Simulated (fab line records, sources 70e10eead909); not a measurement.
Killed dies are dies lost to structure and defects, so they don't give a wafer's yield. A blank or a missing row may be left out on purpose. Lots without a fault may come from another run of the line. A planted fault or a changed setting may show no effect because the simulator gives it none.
fab line records | flow nand_harc | part 1 of 2: steps 1 to 23 of 29
record lots=5 wafers=15 last_day=33
route steps=1302 shown A_CHANNEL_HOLE_D1@450
lots that met no fault: from a run of the same line without faults
start_h: hours from the record's first day to the start of the lot's first wafer shown | wait_h: hours since the lot's step before | " the same as in the row above | L1.1+2: a row that stands for several wafers | - no value, or no start given | * or withheld: withheld | < > ~ a bound
route shown NAME@n: a module of which the file shows steps, and the number in the route of the first | usual: mean/standard deviation of fault-free wafers | same: alike in all rows | chamber/n: place in a boat | sites: the reading at each site | _std_site: their standard deviation | _edge_site: outer sites' mean less inner sites' | radius_mm: how far each site lies from the wafer's centre | mask NAME#n: copy n | behind: the tool/chamber that last shaped the wafer | hold: why the lot was held/for how many hours/how that ended | device: the transistor (n, p or np) that didn't switch | end of line: the same wafers' tests at the end of the route | a step without rows: its recipe alone | killed: dies lost to structure and defects at the first sort, not the wafer's yield | map: a wafer's dies, x killed, . not, _ none there
set.NAME: the setting as run; set.NAME@STEP: as run at that earlier step | model.NAME: the simulator's own value behind a step, which no gauge read
lots at some steps of the route; a table a step, a row a wafer
services: from which hour (start_h, from the record's first day; less than 0 if before it) a tool's chamber was out of use, for how many hours, and why
## steps
# step NHARC_A_CHANNEL_HOLE_D1_DEP_00
# recipe target_thk_a=31000 temp_c=400 material=aC
# usual susceptor_temp_C=399.98/0.2 throttle_valve_pct=35.000/0.009
# columns lot.wafer tool chamber start_h wait_h susceptor_temp_C throttle_valve_pct
L077.3 acl_dep-01 0 210.02 0.7 399.94 34.997
L077.5 " 0 " " 399.79 35.012
L077.6 " 0 " " 399.80 35.014
L079.2 acl_dep-02 0 223.68 2.2 400.15 35.004
L079.4 " 0 " " 400.51 35.008
L079.6 " 0 " " 399.88 35.009
L087.1 acl_dep-01 0 307.33 2.2 - 34.993
L087.3 " 0 " " - 34.983
L087.5 " 0 " " - 34.989
L096.1 acl_dep-01 0 390.79 0.1 - 34.994
L096.3 " 0 " " - 35.010
L096.4 " 0 " " - 35.014
L095.3 acl_dep-02 0 391.37 0.7 - 34.998
L095.4 " 0 " " - 35.007
L095.5 " 0 " " - 35.002
# step NHARC_A_CHANNEL_HOLE_D1_DEP_01
# recipe target_thk_a=1400 target_thk_nm=140 temp_c=400 pressure_torr=3.5 flow_sccm=200 rf_w=350 material=SiON
# usual heater_power_w=713/71 susceptor_temp_C=400.05/0.23
# columns lot.wafer tool chamber start_h wait_h heater_power_w since_wet_clean_h susceptor_temp_C
L077.3 pecvd-01 1 211.38 1.0 687 68 399.97
L077.6 " 2 " " 686 - 400.07
L077.5 " 0 " " 645 - 400.08
L079.2 pecvd-02 1 225.35 1.3 776 166 399.68
L079.4 " 1 " " 787 - 400.14
L079.6 " 2 " " 750 - 399.90
L087.1 pecvd-03 1 309.27 1.6 698 111 399.87
L087.3 " 2 " " 754 111 400.18
L087.5 " 2 " " 737 - 399.96
L095.3 pecvd-03 2 392.64 1.0 631 13 400.14
L095.5 " 2 " " 633 - 400.23
L095.4 " 0 " " 908 - 400.02
L096.3 pecvd-01 0 392.71 1.0 580 69 399.76
L096.1 " 1 " " 653 69 399.76
L096.4 " 1 " " 658 - 399.99
# step NHARC_A_CHANNEL_HOLE_D1_DEHYDRATE_02
# recipe temp_c=150 time_s=120
# columns lot.wafer tool chamber start_h wait_h
L077.3+5+6 litho_track-01 0 211.59 0.2
L079.2+4+6 litho_track-06 0 225.59 0.2
L087.1+3+5 litho_track-01 0 309.51 0.2
L095.3+4+5 litho_track-06 0 392.91 0.2
L096.1+3+4 litho_track-01 0 392.96 0.2
# step NHARC_A_CHANNEL_HOLE_D1_HMDS_03
# recipe time_s=30
# columns lot.wafer tool chamber start_h wait_h
L077.3+5+6 litho_track-01 0 - -
L079.2+4+6 litho_track-06 0 - -
L087.1+3+5 litho_track-01 0 - -
L095.3+4+5 litho_track-06 0 - -
L096.1+3+4 litho_track-01 0 - -
# step NHARC_A_CHANNEL_HOLE_D1_COAT_36
# recipe temp_c=260 time_s=75
# columns lot.wafer tool chamber start_h wait_h
L077.3+5+6 litho_track-01 0 - -
L079.2+4+6 litho_track-06 0 - -
L087.1+3+5 litho_track-01 0 - -
L095.3+4+5 litho_track-06 0 - -
L096.1+3+4 litho_track-01 0 - -
# step NHARC_A_CHANNEL_HOLE_D1_COAT_37
# recipe temp_c=225 time_s=65
# columns lot.wafer tool chamber start_h wait_h
L077.3+5+6 litho_track-01 0 - -
L079.2+4+6 litho_track-06 0 - -
L087.1+3+5 litho_track-01 0 - -
L095.3+4+5 litho_track-06 0 - -
L096.1+3+4 litho_track-01 0 - -
# step NHARC_A_CHANNEL_HOLE_D1_COAT_04
# recipe spin_rpm=1500 resist_thk_nm=90
# columns lot.wafer tool chamber start_h wait_h
L077.3+5+6 litho_track-01 0 - -
L079.2+4+6 litho_track-06 0 - -
L087.1+3+5 litho_track-01 0 - -
L095.3+4+5 litho_track-06 0 - -
L096.1+3+4 litho_track-01 0 - -
# step NHARC_A_CHANNEL_HOLE_D1_SOFTBAKE_05
# recipe temp_c=105 time_s=55
# columns lot.wafer tool chamber start_h wait_h
L077.3+5+6 litho_track-01 0 - -
L079.2+4+6 litho_track-06 0 - -
L087.1+3+5 litho_track-01 0 - -
L095.3+4+5 litho_track-06 0 - -
L096.1+3+4 litho_track-01 0 - -
# step NHARC_A_CHANNEL_HOLE_D1_EBR_06
# columns lot.wafer tool chamber start_h wait_h
L077.3+5+6 litho_track-01 0 - -
L079.2+4+6 litho_track-06 0 - -
L087.1+3+5 litho_track-01 0 - -
L095.3+4+5 litho_track-06 0 - -
L096.1+3+4 litho_track-01 0 - -
# step NHARC_A_CHANNEL_HOLE_D1_EXPOSE_07
# recipe na=1.35 target_cd_nm=100 sigma_outer=0.3 dose_mj=59.65 mask_id=HOLE_D1
# columns lot.wafer tool chamber start_h wait_h mask
L077.3+5+6 arfi_scanner-01 0 211.91 - HOLE_D1#0
L079.2+4+6 arfi_scanner-02 0 225.90 - HOLE_D1#0
L087.1+3+5 arfi_scanner-02 0 309.82 - HOLE_D1#0
L095.3+4+5 arfi_scanner-03 0 393.23 - HOLE_D1#0
L096.1+3+4 arfi_scanner-01 0 393.37 - HOLE_D1#0
# step NHARC_A_CHANNEL_HOLE_D1_PEB_08
# recipe peb_temp_c=100 peb_time_s=65
# same peb_time_s=65
# columns lot.wafer tool chamber start_h wait_h
L077.3+5+6 litho_track-04 0 211.96 0.0
L079.2+4+6 litho_track-04 0 225.96 0.1
L087.1+3+5 litho_track-04 0 309.88 0.1
L095.3+4+5 litho_track-01 0 393.28 0.0
L096.1+3+4 litho_track-06 0 393.43 0.1
# step NHARC_A_CHANNEL_HOLE_D1_DEVELOP_09
# recipe develop_time_s=35 dev_temp_c=23
# columns lot.wafer tool chamber start_h wait_h
L077.3+5+6 litho_track-04 0 - -
L079.2+4+6 litho_track-04 0 - -
L087.1+3+5 litho_track-04 0 - -
L095.3+4+5 litho_track-01 0 - -
L096.1+3+4 litho_track-06 0 - -
# step NHARC_A_CHANNEL_HOLE_D1_CD_MEAS_10
# recipe target_cd_nm=100 landing_energy_ev=500
# usual cd_nm=99.9/0.41
# columns lot.wafer tool chamber start_h wait_h cd_nm
L077.3 cd_sem-01 0 212.05 - 99.8
L077.5 " 0 " " 99.6
L077.6 " 0 " " 99.6
L079.2 cd_sem-03 0 226.04 - 99.9
L079.4 " 0 " " 98.7
L079.6 " 0 " " 100.1
L087.1 cd_sem-03 0 309.96 - 99.9
L087.3 " 0 " " 100.6
L087.5 " 0 " " 100.2
L095.3 cd_sem-01 0 393.36 - 100.2
L095.4 " 0 " " 100.4
L095.5 " 0 " " 99.6
L096.1 cd_sem-02 0 393.51 - 100.1
L096.3 " 0 " " 99.8
L096.4 " 0 " " 99.4
# step NHARC_A_CHANNEL_HOLE_D1_OVL_MEAS_11
# usual overlay_x_nm=0.1/0.96 overlay_y_nm=-0.2/0.76
# columns lot.wafer tool chamber start_h wait_h overlay_x_nm overlay_y_nm
L077.3 overlay-01 - 212.13 - 0.7 0.2
L077.5 " - " " 1.6 -0.2
L077.6 " - " " 1.7 0.3
L079.2 overlay-01 - 226.13 - 0.5 -1.8
L079.4 " - " " 0.6 -1.3
L079.6 " - " " 1.3 -1.8
L087.1 overlay-01 - 310.05 - -0.1 -1.7
L087.3 " - " " -0.5 -1.1
L087.5 " - " " 0.0 -1.3
L095.3 overlay-01 - 393.45 - -1.3 0.0
L095.4 " - " " -0.6 0.1
L095.5 " - " " -0.9 0.1
L096.1 overlay-01 - 393.60 - 1.0 0.8
L096.3 " - " " 1.5 0.6
L096.4 " - " " 1.2 0.3
# step NHARC_A_CHANNEL_HOLE_D1_INSPECT_12
# usual raw_defect_count=6/3.1
# columns lot.wafer tool chamber start_h wait_h raw_defect_count
L077.3 defect_inspect-01 - 212.17 0.0 6
L077.5 " - " " 13
L077.6 " - " " 7
L079.2 defect_inspect-01 - 226.17 0.0 12
L079.4 " - " " 2
L079.6 " - " " 2
L087.1 defect_inspect-01 - 310.09 0.0 3
L087.3 " - " " 1
L087.5 " - " " 4
L095.3 defect_inspect-01 - 393.49 0.0 5
L095.4 " - " " 6
L095.5 " - " " 8
L096.1 defect_inspect-01 - 393.64 0.0 4
L096.3 " - " " 2
L096.4 " - " " 1
# step NHARC_A_CHANNEL_HOLE_D1_DESCUM_15
# recipe time_s=3 o2_flow_sccm=200 ar_flow_sccm=0 bias_power_w=0 chemistry=O2
# usual drypump_motor_current_A=6.0/0.35 oes_product_au=0.999/0.0064 rf_vpp_V=57.7/0.89 showerhead_plenum_p_Torr=1.91/0.081 throttle_valve_pct=11.311/0.0087
# columns lot.wafer tool chamber start_h wait_h drypump_motor_current_A oes_product_au rf_hours_counter_h rf_vpp_V showerhead_plenum_p_Torr throttle_valve_pct
L077.3 rie_diel-12 0 212.25 0.1 6.3 0.985 11 56.6 2.01 11.304
L077.6 " 1 " " 5.7 1.004 - 57.0 1.88 11.315
L077.5 " 2 " " 6.3 0.992 - 56.8 1.79 11.322
L079.4 rie_diel-07 0 226.24 0.1 5.8 1.002 32 58.8 2.01 11.306
L079.2 " 2 " " 5.6 1.012 31 57.0 1.92 11.335
L079.6 " 0 " " 5.8 1.010 - 57.6 2.01 11.288
L087.1 rie_diel-07 3 310.15 0.1 6.0 1.012 2 56.8 1.96 11.306
L087.3 " 1 " " 5.5 0.988 2 57.6 1.89 11.303
L087.5 " 0 " " 5.8 1.003 - 58.3 2.00 11.316
L095.4 rie_diel-12 0 393.56 0.1 6.2 0.991 10 59.0 2.01 11.315
L095.3 " 1 " " 5.7 1.005 10 56.9 1.88 11.307
L095.5 " 2 " " 6.3 0.991 - 57.5 1.78 11.319
L096.1 rie_diel-08 0 393.70 0.1 5.3 0.992 7 58.1 2.03 11.327
L096.3 " 1 " " 6.0 0.989 7 58.0 2.07 11.313
L096.4 " 2 " " 5.4 1.007 5 57.9 1.83 11.318
# step NHARC_A_CHANNEL_HOLE_D1_ETCH_38
# recipe target_depth_a=390 over_etch_frac=0.3 time_s=65 ion_energy_ev=80 cf4_flow_sccm=150 ar_flow_sccm=0 rf_w=300 bias_w=100 chemistry=CF4
# usual cf4_flow_sccm=150.0/0.46 drypump_motor_current_A=6.0/0.36 oes_product_au=0.999/0.0072 rf_vpp_V=151.3/1.2 showerhead_plenum_p_Torr=1.77/0.069 throttle_valve_pct=13.283/0.0084
# same over_etch_frac=0.3
# columns lot.wafer tool chamber start_h wait_h cf4_flow_sccm drypump_motor_current_A oes_product_au rf_hours_counter_h rf_vpp_V showerhead_plenum_p_Torr throttle_valve_pct
L077.3 rie_diel-12 1 212.33 0.1 149.4 5.7 1.000 9 149.8 1.74 13.279
L077.5 " 2 " " 149.9 6.3 1.000 - 148.9 1.66 13.287
L077.6 " 3 " " 149.1 6.5 1.001 - 151.7 1.78 13.282
L079.2 rie_diel-07 1 226.32 0.1 149.9 5.5 0.993 31 151.2 1.75 13.283
L079.4 " 3 " " 150.2 6.0 0.992 31 150.9 1.82 13.283
L079.6 " 1 " " 150.0 5.5 0.998 - 152.6 1.75 13.280
L087.1 rie_diel-07 3 310.23 0.1 150.0 6.0 1.003 2 152.3 1.81 13.293
L087.3 " 1 " " 150.2 5.5 0.992 2 150.7 1.75 13.287
L087.5 " 3 " " 150.2 6.0 1.010 - 150.2 1.81 13.279
L095.3 rie_diel-12 3 393.64 0.1 149.5 6.5 0.994 10 151.4 1.78 13.277
L095.4 " 1 " " 149.8 5.7 1.007 10 150.3 1.74 13.290
L095.5 " 3 " " 150.6 6.5 0.988 - 149.8 1.78 13.285
L096.3 rie_diel-08 2 393.78 0.1 150.4 5.4 1.007 5 150.2 1.70 13.284
L096.4 " 0 " " 149.8 5.3 1.007 7 153.3 1.87 13.297
L096.1 " 1 " " 150.8 6.0 0.985 7 155.1 1.91 13.280
# step NHARC_A_CHANNEL_HOLE_D1_ETCH_39
# recipe target_depth_a=2600 over_etch_frac=0.3 time_s=325 ion_energy_ev=200 n2_flow_sccm=150 h2_flow_sccm=150 ar_flow_sccm=0 rf_w=400 bias_w=150 chemistry=N2/H2
# usual drypump_motor_current_A=6.0/0.35 oes_product_au=0.999/0.0076 rf_vpp_V=430.4/2.5 showerhead_plenum_p_Torr=2.04/0.088 throttle_valve_pct=14.172/0.0085
# same over_etch_frac=0.3
# columns lot.wafer tool chamber start_h wait_h drypump_motor_current_A oes_product_au rf_hours_counter_h rf_vpp_V showerhead_plenum_p_Torr throttle_valve_pct
L077.3 rie_diel-12 3 - - 6.5 1.001 10 430.3 2.06 14.172
L077.5 " 3 " " 6.5 0.997 - 431.2 2.06 14.159
L077.6 " 0 " " 6.3 0.999 - 433.7 2.15 14.188
L079.2 rie_diel-07 3 - - 6.0 0.992 31 433.0 2.10 14.164
L079.4 " 0 " " 5.8 1.004 32 434.3 2.15 14.172
L079.6 " 1 " " 5.5 1.007 - 431.4 2.02 14.174
L087.3 rie_diel-07 1 - - 5.5 0.996 2 428.3 2.01 14.162
L087.1 " 2 " " 5.6 0.983 2 429.9 2.04 14.176
L087.5 " 0 " " 5.8 1.008 - 434.6 2.14 14.170
L095.4 rie_diel-12 1 - - 5.7 1.006 10 429.3 2.00 14.172
L095.3 " 3 " " 6.5 0.996 10 431.1 2.05 14.168
L095.5 " 2 " " 6.4 0.990 - 427.5 1.90 14.165
L096.4 rie_diel-08 3 - - 5.7 0.999 6 430.0 1.99 14.170
L096.1 " 1 " " 6.0 0.999 7 435.4 2.22 14.186
L096.3 " 2 " " 5.4 1.003 6 427.6 1.95 14.171
# step NHARC_A_CHANNEL_HOLE_D1_ETCH_34
# recipe target_depth_a=1540 time_s=77 cf4_flow_sccm=100 chf3_flow_sccm=30 ar_flow_sccm=0 rf_w=500 bias_w=200 chemistry=CF4/CHF3
# usual cf4_flow_sccm=100.0/0.32 drypump_motor_current_A=6.0/0.36 oes_product_au=0.942/0.02 rf_vpp_V=370.4/2.2 showerhead_plenum_p_Torr=1.57/0.062 throttle_valve_pct=16.803/0.0094
# columns lot.wafer tool chamber start_h wait_h cf4_flow_sccm drypump_motor_current_A oes_product_au rf_hours_counter_h rf_vpp_V showerhead_plenum_p_Torr throttle_valve_pct
L077.3 rie_diel-12 3 - - 100.0 6.5 0.928 10 370.2 1.59 16.804
L077.5 " 1 " " 99.9 5.7 0.928 - 368.7 1.55 16.803
L077.6 " 2 " " 100.5 6.3 0.922 - 367.8 1.48 16.784
L079.4 rie_diel-07 1 - - 99.8 5.5 0.978 32 370.2 1.56 16.805
L079.2 " 0 " " 100.0 5.8 0.965 32 372.7 1.65 16.802
L079.6 " 2 " " 100.0 5.6 0.969 - 372.2 1.58 16.792
L087.1 rie_diel-07 1 - - 100.1 5.5 0.978 2 370.8 1.55 16.790
L087.3 " 2 " " 99.8 5.6 0.972 2 370.5 1.57 16.810
L087.5 " 1 " " 100.6 5.5 0.982 - 369.4 1.55 16.799
L095.4 rie_diel-12 1 - - 100.2 5.7 0.925 11 370.1 1.54 16.807
L095.3 " 2 " " 99.7 6.3 0.925 10 366.9 1.47 16.803
L095.5 " 2 " " 100.0 6.3 0.927 - 367.2 1.47 16.804
L096.1 rie_diel-08 3 - - 100.1 5.7 0.973 6 369.3 1.54 16.801
L096.4 " 0 " " 99.5 5.3 0.962 8 374.5 1.67 16.795
L096.3 " 1 " " 100.6 6.0 0.947 7 375.2 1.70 16.810
# step NHARC_A_CHANNEL_HOLE_D1_ETCH_16
# recipe target_depth_a=31000 over_etch_frac=0.3 time_s=806 ion_energy_ev=150 o2_flow_sccm=400 cos_flow_sccm=20 ar_flow_sccm=0 rf_w=500 bias_w=300 chemistry=O2/COS
# usual drypump_motor_current_A=6.0/0.36 oes_product_au=1.000/0.0071 rf_vpp_V=314.3/1.9 showerhead_plenum_p_Torr=3.13/0.12 throttle_valve_pct=28.329/0.0092
# same over_etch_frac=0.3
# columns lot.wafer tool chamber start_h wait_h drypump_motor_current_A oes_product_au rf_hours_counter_h rf_vpp_V showerhead_plenum_p_Torr throttle_valve_pct
L077.3 rie_diel-12 1 - - 5.7 1.023 9 313.2 3.07 28.338
L077.6 " 3 " " 6.5 1.007 - 314.7 3.15 28.318
L077.5 " 0 " " 6.2 1.014 - 315.9 3.28 28.320
L079.2 rie_diel-07 0 - - 5.8 1.000 32 317.7 3.28 28.330
L079.4 " 2 " " 5.6 0.982 32 312.8 3.13 28.345
L079.6 " 1 " " 5.5 0.994 - 312.5 3.09 28.335
L087.3 rie_diel-07 0 - - 5.8 0.994 3 316.7 3.26 28.336
L087.1 " 1 " " 5.5 0.993 2 313.6 3.08 28.322
L087.5 " 0 " " 5.8 0.999 - 316.0 3.26 28.330
L095.4 rie_diel-12 3 - - 6.5 0.994 10 314.7 3.14 28.334
L095.3 " 1 " " 5.7 1.011 11 313.7 3.07 28.338
L095.5 " 0 " " 6.3 1.000 - 315.4 3.27 28.334
L096.4 rie_diel-08 3 - - 5.7 1.000 6 312.5 3.05 28.326
L096.1 " 0 " " 5.3 1.005 8 316.9 3.31 28.329
L096.3 " 1 " " 6.0 0.992 7 317.2 3.37 28.321
# step NHARC_A_CHANNEL_HOLE_D1_CD_MEAS_18
# usual cd_nm=99.4/1.4
# columns lot.wafer tool chamber start_h wait_h cd_nm
L077.3 cd_sem-02 - 213.34 - 97.6
L077.5 " - " " 99.8
L077.6 " - " " 98.4
L079.2 cd_sem-01 - 227.34 - 98.7
L079.4 " - " " 100.2
L079.6 " - " " 98.4
L087.1 cd_sem-03 - 311.26 - 102.5
L087.3 " - " " 98.5
L087.5 " - " " 99.3
L095.3 cd_sem-02 - 394.66 - 100.3
L095.4 " - " " 99.9
L095.5 " - " " 97.4
L096.1 cd_sem-02 - 394.80 - 101.6
L096.3 " - " " 101.4
L096.4 " - " " 101.7
# step NHARC_A_CHANNEL_HOLE_D1_ETCH_19
# recipe bias_v=1200 source_w=2500 pressure_mtorr=15 time_s=34.5 ar_flow_sccm=375 c4f8_flow_sccm=28.8 o2_flow_sccm=96.2 temp_c=-20 target_depth_a=* chemistry=C4F8/O2/Ar
# usual drypump_motor_current_A=5.8/0.55 showerhead_plenum_p_Torr=3.66/0.12 throttle_valve_pct=37.038/0.0086
# columns lot.wafer tool chamber start_h wait_h drypump_motor_current_A rf_hours_counter_h showerhead_plenum_p_Torr throttle_valve_pct
L077.3 har_etch-02 1 213.74 0.4 6.0 - 3.57 37.033
L077.6 " 0 " " 6.5 - 3.70 37.035
L077.5 " 1 " " 6.0 - 3.57 37.043
L079.2 har_etch-02 1 229.74 2.4 6.0 325 3.56 37.033
L079.4 " 1 " " 6.0 - 3.56 37.041
L079.6 " 1 " " 6.1 - 3.56 37.035
L087.1 har_etch-01 0 313.69 2.4 5.2 163 3.56 37.043
L087.3 " 0 " " 5.1 - 3.56 37.040
L087.5 " 0 " " 5.2 - 3.56 37.047
L095.4 har_etch-02 0 398.22 3.6 6.4 - 3.98 37.030
L095.3 " 1 " " 6.0 - 3.98 37.049
L095.5 " 0 " " 6.4 - 3.98 37.046
L096.1 har_etch-01 0 399.36 4.6 5.1 216 3.53 37.040
L096.3 " 1 " " 5.1 - 3.71 37.042
L096.4 " 0 " " 5.2 - 3.53 37.043
# step NHARC_A_CHANNEL_HOLE_D1_ETCH_20
# recipe bias_v=3000 source_w=withheld pressure_mtorr=20 time_s=361.9 ar_flow_sccm=375 c4f8_flow_sccm=89.3 o2_flow_sccm=35.7 temp_c=-20 target_depth_a=16000 chemistry=C4F8/O2/Ar
# usual drypump_motor_current_A=5.8/0.55 showerhead_plenum_p_Torr=3.62/0.12 throttle_valve_pct=32.154/0.0097
# columns lot.wafer tool chamber start_h wait_h drypump_motor_current_A rf_hours_counter_h showerhead_plenum_p_Torr throttle_valve_pct
L077.3 har_etch-02 1 213.95 0.2 6.0 - 3.53 32.165
L077.6 " 0 " " 6.4 - 3.66 32.134
L077.5 " 1 " " 6.0 - 3.53 32.146
L079.2 har_etch-02 1 229.89 0.1 6.0 325 3.53 32.162
L079.4 " 1 " " 6.0 - 3.52 32.140
L079.6 " 1 " " 6.0 - 3.53 32.169
L087.1 har_etch-01 0 313.83 0.1 5.1 163 3.52 32.171
L087.3 " 0 " " 5.1 - 3.52 32.164
L087.5 " 0 " " 5.1 - 3.52 32.148
L095.4 har_etch-02 0 398.40 0.2 6.4 - 3.93 32.136
L095.3 " 1 " " 6.0 - 3.93 32.168
L095.5 " 0 " " 6.4 - 3.93 32.148
L096.1 har_etch-01 0 399.50 0.1 5.1 216 3.50 32.139
L096.3 " 1 " " 5.1 - 3.67 32.157
L096.4 " 0 " " 5.1 - 3.50 32.131
